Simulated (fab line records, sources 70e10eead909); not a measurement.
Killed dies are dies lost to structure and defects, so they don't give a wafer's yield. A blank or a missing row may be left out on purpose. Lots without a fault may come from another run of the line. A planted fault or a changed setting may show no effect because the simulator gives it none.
Chamber matching | flow nand_harc | NHARC_A_STAIRCASE_DEP_301 on pecvd-04: 3 sister chambers
The step deposits SiON, target thk 30 nm. 36 wafers are shown with their chamber, then 12 later ones without.

WAFERS WITH THEIR CHAMBER
wafer  | chamber | heater_power_w (W)
L075.2 | 2       | 644
L075.3 | 1       | 649
L075.4 | 0       | 727
L074.1 | 0       | 758
L074.5 | 2       | 668
L074.6 | 1       | 721
L077.3 | 2       | 557
L077.4 | 0       | 711
L077.6 | 2       | 604
L078.2 | 0       | 698
L078.5 | 1       | 651
L078.6 | 0       | 713
L080.2 | 2       | 625
L080.5 | 1       | 741
L080.6 | 2       | 611
L083.1 | 1       | 700
L083.4 | 2       | 607
L083.6 | 0       | 615
L084.4 | 1       | 762
L084.5 | 0       | 692
L084.6 | 2       | 670
L085.2 | 0       | 749
L085.3 | 1       | 685
L085.5 | 0       | 766
L086.1 | 1       | 728
L086.2 | 2       | 669
L086.3 | 0       | 690
L087.1 | 2       | 617
L087.4 | 1       | 773
L087.5 | 2       | 634
L091.1 | 1       | 745
L091.4 | 2       | 587
L091.6 | 0       | 692
L093.3 | 0       | 712
L093.4 | 1       | 694
L093.6 | 2       | 686

SIGNATURES (means of the wafers above)
reading        | chamber 0 | chamber 1 | chamber 2 | scatter within a chamber
heater_power_w | 710.25    | 713.55    | 629.15    | 39.6
Rule: a wafer's distance from a chamber is the root of the sum, over the readings, of the square of ((its reading less the chamber's mean) divided by the reading's scatter). The wafer belongs to the nearest chamber; if the next one is less than 2 further off, it can't be placed. The scatter: the root of (the sum of the squares of (reading less its chamber's mean) over the shown wafers, divided by (wafers less chambers)).

WAFERS WITHOUT THEIR CHAMBER
wafer  | heater_power_w (W)
L094.2 | 741
L094.5 | 756
L094.6 | 670
L094.1 | 661
L094.3 | 632
L094.4 | 653
L096.1 | 649
L096.2 | 815
L096.5 | 801
L097.2 | 664
L097.3 | 659
L097.5 | 733

WHICH CHAMBER EACH WENT THROUGH
wafer  | from the rows above          | in truth
L094.2 | can't be placed: 1 or 0      | 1
L094.5 | can't be placed: 1 or 0      | 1
L094.6 | can't be placed: 0 or 2 or 1 | 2
L094.1 | can't be placed: 2 or 0 or 1 | 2
L094.3 | can't be placed: 2 or 0 or 1 | 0
L094.4 | can't be placed: 2 or 0 or 1 | 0
L096.1 | can't be placed: 2 or 0 or 1 | 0
L096.2 | can't be placed: 1 or 0      | 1
L096.5 | can't be placed: 1 or 0      | 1
L097.2 | can't be placed: 2 or 0 or 1 | 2
L097.3 | can't be placed: 2 or 0 or 1 | 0
L097.5 | can't be placed: 1 or 0      | 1
Placed correctly: 0 of 12. Can't be placed from these rows: 12 (the true chamber is among the candidates in 12). Placed wrongly: 0.
